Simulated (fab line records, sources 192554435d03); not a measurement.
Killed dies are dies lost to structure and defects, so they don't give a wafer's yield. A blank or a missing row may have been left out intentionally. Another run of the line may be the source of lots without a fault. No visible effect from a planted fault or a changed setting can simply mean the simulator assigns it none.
Matching of chambers | flow n5_finfet | 4 sister chambers for N5_BEOL_M7_VIA_ETCH_34 on rie_diel-03
The step etches SiCOH lowk in C4F6/O2, target depth 125.5 nm, time 50.5 s. 8 wafers are shown with their chamber, then 10 later ones without.

== EACH WAFER AND ITS CHAMBER ==
wafer  | chamber | drypump_motor_current_A (A) | showerhead_plenum_p_Torr (Torr)
L084.5 | 3       | 5.5                         | 2.99
L089.2 | 0       | 4.8                         | 2.78
L089.5 | 1       | 6.0                         | 2.91
L088.1 | 3       | 5.5                         | 2.99
L088.2 | 2       | 5.3                         | 3.01
L088.4 | 1       | 6.0                         | 2.91
L093.3 | 2       | 5.3                         | 3.01
L093.4 | 0       | 4.7                         | 2.77

== WAFERS WITH NO CHAMBER GIVEN ==
wafer  | drypump_motor_current_A (A) | showerhead_plenum_p_Torr (Torr)
L093.5 | 6.0                         | 2.91
L092.1 | 6.1                         | 2.91
L092.2 | 4.8                         | 2.77
L092.6 | 4.7                         | 2.77
L091.1 | 4.8                         | 2.77
L091.3 | 6.1                         | 2.91
L091.6 | 6.0                         | 2.91
L096.2 | 5.3                         | 3.00
L096.3 | 5.5                         | 2.98
L096.6 | 4.7                         | 2.77

== EACH ONE'S CHAMBER ==
wafer  | from the rows above | in truth
L093.5 | 1                   | 1
L092.1 | 1                   | 1
L092.2 | 0                   | 0
L092.6 | 0                   | 0
L091.1 | 0                   | 0
L091.3 | 1                   | 1
L091.6 | 1                   | 1
L096.2 | 2                   | 2
L096.3 | 3                   | 3
L096.6 | 0                   | 0
10 of 10 placed correctly. Number that these rows cannot place: 0. 0 placed wrongly.
How it was worked out, from the rows above alone: a wafer's distance from a chamber is the root of the sum, over the readings, of the square of ((its reading less the chamber's mean) divided by the reading's scatter). If the next closest chamber is less than 2 further off than the closest, the wafer can't be placed; otherwise it belongs to the closest. For every chamber, the mean is computed from those of its wafers that are shown. The scatter: the root of (the sum of the squares of (reading less its chamber's mean) over the shown wafers, divided by (wafers less chambers)).
